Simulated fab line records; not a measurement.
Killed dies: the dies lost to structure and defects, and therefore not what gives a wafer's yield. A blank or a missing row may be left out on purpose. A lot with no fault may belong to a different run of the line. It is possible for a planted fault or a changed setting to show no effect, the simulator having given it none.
Matching of chambers / flow n5 finfet / 4 sister chambers for N5_SDB_ALD_29 on ald sin-04
The step deposits SiNx, target thk 30 nm, pulse time 1 s, ald cycles 600. 4 wafers are shown with their chamber, then 11 later ones without.

WAFERS WITH THEIR CHAMBER
wafer=L084.6; chamber=1; heater power w (W)=759
wafer=L085.4; chamber=3; heater power w (W)=875
wafer=L085.5; chamber=2; heater power w (W)=853
wafer=L090.1; chamber=0; heater power w (W)=820

WAFERS WITH NO CHAMBER GIVEN
wafer=L090.2; heater power w (W)=855
wafer=L090.3; heater power w (W)=762
wafer=L092.1; heater power w (W)=818
wafer=L092.4; heater power w (W)=749
wafer=L092.5; heater power w (W)=803
wafer=L093.1; heater power w (W)=752
wafer=L093.4; heater power w (W)=868
wafer=L093.6; heater power w (W)=886
wafer=L096.3; heater power w (W)=896
wafer=L096.4; heater power w (W)=815
wafer=L096.6; heater power w (W)=886

THE CHAMBER EACH PASSED THROUGH
wafer=L090.2; from the rows above=can't be placed: 2 or 3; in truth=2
wafer=L090.3; from the rows above=1; in truth=1
wafer=L092.1; from the rows above=0; in truth=0
wafer=L092.4; from the rows above=1; in truth=1
wafer=L092.5; from the rows above=0; in truth=0
wafer=L093.1; from the rows above=1; in truth=1
wafer=L093.4; from the rows above=can't be placed: 3 or 2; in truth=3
wafer=L093.6; from the rows above=3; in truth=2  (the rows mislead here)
wafer=L096.3; from the rows above=3; in truth=3
wafer=L096.4; from the rows above=0; in truth=0
wafer=L096.6; from the rows above=3; in truth=3
8 of 11 placed correctly. Unplaceable from these rows: 2, with the true chamber sitting among the candidates in 2. Number placed wrongly: 1.
How it was worked out, from the rows above alone: a wafer's distance from a chamber is the root of the sum, over the readings, of the square of ((its reading less the chamber's mean) divided by the reading's scatter). If the next closest chamber is less than 2 further off than the closest, the wafer can't be placed; otherwise it belongs to the closest. A chamber's mean is the mean of its shown wafers. The scatter: with one shown wafer a chamber, the root of the mean of the squares of how far each hidden wafer lies from its nearest shown one.
